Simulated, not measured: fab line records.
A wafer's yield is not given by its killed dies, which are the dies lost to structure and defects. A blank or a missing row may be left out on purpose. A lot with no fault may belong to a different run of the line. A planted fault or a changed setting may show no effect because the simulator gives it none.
Problem report, 8D (eight disciplines) form, completed by code + flow n5-finfet + the parts of the form that need people (team, actions taken, sign-off) are left out

1. WHAT WENT WRONG
At N5_BEOL_M8_CVD_78, run-length-s averages 87.8 s over 6 wafers from 2 lots, while fault-free wafers read 165.5 s, standard deviation 0.51. That is -99 or more standard deviations from the usual mean.
The step: deposits Co from CCTBA/H2, target thk 2 nm, time 142.3 s.
First observed at day 12 05:53: wafer L490.2, on cvd-co-01. Wafers with a number at this step in the record: 30, from 12 lots. The rule behind "out" and "out of limits": a value lying over 4 standard deviations away from the usual mean. The rest of the wafers with a number are treated as sound.

2. WHAT IT IS, AND WHAT IT ISN'T
| question                    | is                     | is not                                                                                 |
|-----------------------------|------------------------|----------------------------------------------------------------------------------------|
| which readings at this step | run-length-s           | -                                                                                      |
| which lots                  | L490, L492             | L481, L482, L483, L484, L485, L486, L497, L498, L499, L502                             |
| which wafers of those lots  | all that have a number | -                                                                                      |
| read on which tools         | cvd-co-01              | cvd-co-02                                                                              |
| when                        | from day 12 05:53      | up to then (13 sound wafers); but 11 sound wafers of L497, L498, L499, L502 came after |

3. SUSPECTS, AND WHAT RULES EACH OUT
Counting: a tool at any process step up to the reading remains a suspect when it ran all the lots that are out and ran no sound lot after the first of those.
- cvd-co-01 at N5_BEOL_M8_CVD_78 (deposits Co from CCTBA/H2, target thk 2 nm, time 142.3 s): kept. It ran every lot that is out, first L490 (day 12 05:53), and no sound lot after that; its last sound lot up to then is L484 (day 11 00:52). On those wafers its own readings are out: run-length-s.
The count leaves cvd-co-01 at N5_BEOL_M8_CVD_78.

4. THE CAUSE (what the simulator had put in)
Drift in process parameters on cvd-co-01 at N5_BEOL_M8_CVD_78, starting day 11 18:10. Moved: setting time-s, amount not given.
After counting, this tool was the only one left.

5. THE EFFECT CHAIN, in route order
Each row: a reading where the mean over the struck wafers with a number is more than 3 standard deviations away from the usual. Scope: only readings with a usual standard deviation given in the record; hours: median across lots of the time from each lot's start at the first step in this table that gives one to its start at this step; sigmas: change in usual standard deviations.
| hours | step              | reading      | usual   | on struck wafers | change | sigmas      |
|-------|-------------------|--------------|---------|------------------|--------|-------------|
| 0     | N5_BEOL_M8_CVD_78 | run-length-s | 165.5 s | 87.8             | -77.7  | -99 or more |
Here are the process steps it includes:
- N5_BEOL_M8_CVD_78: deposits Co from CCTBA/H2, target thk 2 nm, time 142.3 s.

6. HOW IT WOULD HAVE BEEN CAUGHT EARLIER
In this record the first reading out of limits was taken at day 12 05:53, 12 hours after the fault began at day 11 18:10.
